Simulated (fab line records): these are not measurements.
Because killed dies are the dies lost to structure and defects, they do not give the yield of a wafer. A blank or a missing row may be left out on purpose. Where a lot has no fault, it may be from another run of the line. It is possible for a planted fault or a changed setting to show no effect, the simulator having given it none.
Struck lot and sound lot, side by side | flow nand harc | 14 steps out of a route of 1302
Sound: wafers L235.1, L235.3, L235.4. Wafers L222.2, L222.4, L222.6 were the ones struck. Last of all comes the cause.
Per side, at each step with rows, come the tool, then ch with its chambers, and then its first start. Under that, the readings that differ: sound wafers | struck wafers | difference of the means | sigmas: that difference in standard deviations of wafers without a fault.
alike: same words and numbers on both sides, and readings whose means sit less than 2 such deviations apart. not compared: any withheld reading, any reading some wafer has no value for, any bound like >300 that may hide the same value, and any number with overlapping values for which the record gives no deviation.
Wherever a step has rows on one side only, a row that says differs or no value, or a row with sigmas, the two part there. Numbers that don't overlap but have no deviation are shown without sigmas and don't part them. Lack of a reading on every wafer of one side parts them only where that side has two or more wafers.

NHARC_A_M1_DEGAS_29: time 60 s.
  sound on pvd sputter-01, day 30 11:44; struck on pvd sputter-02, day 24 17:46
  alike: heater power w
NHARC_A_M1_PRE_CLEAN_30: time 30 s.
  sound on pvd sputter-01; struck on pvd sputter-02
  alike: heater power w
then, 1 step without rows for these wafers: NHARC_A_M1_PVD_20 (deposits TaN, target thk 5 nm, time 8.06 s).
NHARC_A_M1_PVD_21: deposits Cu, target thk 30 nm, time 20.49 s.
  sound on pvd sputter-01; struck on pvd sputter-02
  alike: throttle valve pct
then, 1 step without rows for these wafers: NHARC_A_M1_ECD_22 (material Cu, target thk 400 nm).
NHARC_A_M1_ANNEAL_31: time 90 s.
  sound on rtp anneal-02 ch 0, day 30 12:28; struck on rtp anneal-01 ch 0, day 24 18:32
  alike: anneal temp c, wafer_temp_C_max
NHARC_A_M1_CMP_23: polishes, t overpolish 20 s, target thk 154.34 nm.
  sound on cmp-02 ch 0,1,3, day 30 12:49; struck on cmp-02 ch 0,1, day 24 18:52
  alike: motor current A, retaining ring pressure frac, time to endpoint s
NHARC_A_M1_THK_MEAS_24: measures by xrf.
  sound on film metro-02, day 30 13:08; struck on film metro-01, day 24 19:09
  alike: thk nm
then, 1 step without rows for these wafers: NHARC_A_M1_SRD_25.
NHARC_A_M1_INSPECT_27:
  sound on defect inspect-01, day 30 13:18; struck on defect inspect-01, day 24 19:19
  alike: raw defect count
then, 1 step without rows for these wafers: NHARC_A_M1_PRE_CLEAN_32 (time 12 s).
NHARC_A_M1_DEP_33: deposits SiCN, target thk 30 nm.
  sound on pecvd-04 ch 1,2, day 30 13:26; struck on pecvd-02 ch 0,2, day 24 19:32
  no value came back on the struck wafers for chamber pressure Torr (Torr), heater power outer w (W), heater power w (W); on the sound wafers chamber pressure Torr (Torr) reads 3.006 2.995 2.999
then, 1 step without rows for these wafers: NHARC_A_BONDPAD_DEP_00 (deposits SiCN, target thk 250 nm).
NHARC_END_SORT_01:
  sound on prober-01 ch 0, day 31 20:13; struck on prober-01 ch 0, day 26 06:01
  reading         | sound | struck | difference | sigmas
  killed at other | 0 1 0 | 2 4 1  | +2         | +2
  alike: defect limited yield, killed at array, killed at periphery, killed dies, killed open, killed short, sort_bin_2_pct, sort_bin_3_pct, sort_bin_4_pct, sort n pass, sort rim yield pct, sort yield pct

## WHERE THEY PART
Earliest at NHARC_A_M1_DEP_33; latest, in this record, at NHARC_END_SORT_01.

WHY: the cause the simulator had injected
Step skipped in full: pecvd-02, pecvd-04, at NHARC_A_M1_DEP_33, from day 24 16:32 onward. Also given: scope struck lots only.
